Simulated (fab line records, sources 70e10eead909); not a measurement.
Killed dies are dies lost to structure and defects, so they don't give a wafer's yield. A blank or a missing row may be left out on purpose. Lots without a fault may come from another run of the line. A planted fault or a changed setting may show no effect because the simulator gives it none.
Chamber matching | flow nand_harc | NHARC_P_CONTACT_DEP_30 on pecvd-03: 3 sister chambers
The step deposits SiNx, target thk 30 nm. 6 wafers are shown with their chamber, then 12 later ones without.

WAFERS WITH THEIR CHAMBER
wafer  | chamber | heater_power_w (W)
L089.4 | 1       | 554
L092.1 | 1       | 583
L092.4 | 0       | 862
L093.3 | 2       | 803
L093.4 | 2       | 767
L093.5 | 0       | 886

WAFERS WITHOUT THEIR CHAMBER
wafer  | heater_power_w (W)
L094.1 | 869
L094.2 | 548
L094.3 | 686
L094.4 | 701
L094.5 | 869
L094.6 | 555
L095.4 | 577
L095.5 | 810
L095.6 | 804
L097.2 | 838
L097.4 | 767
L097.6 | 804

WHICH CHAMBER EACH WENT THROUGH
wafer  | from the rows above     | in truth
L094.1 | 0                       | 0
L094.2 | 1                       | 1
L094.3 | can't be placed: 2 or 1 | 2
L094.4 | 2                       | 2
L094.5 | 0                       | 0
L094.6 | 1                       | 1
L095.4 | 1                       | 1
L095.5 | can't be placed: 2 or 0 | 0
L095.6 | 2                       | 2
L097.2 | can't be placed: 0 or 2 | 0
L097.4 | 2                       | 2
L097.6 | 2                       | 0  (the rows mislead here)
Placed correctly: 8 of 12. Can't be placed from these rows: 3 (the true chamber is among the candidates in 3). Placed wrongly: 1.
How it was worked out, from the rows above alone: a wafer's distance from a chamber is the root of the sum, over the readings, of the square of ((its reading less the chamber's mean) divided by the reading's scatter). The wafer belongs to the nearest chamber; if the next one is less than 2 further off, it can't be placed. A chamber's mean is the mean of its shown wafers. The scatter: the root of (the sum of the squares of (reading less its chamber's mean) over the shown wafers, divided by (wafers less chambers)).
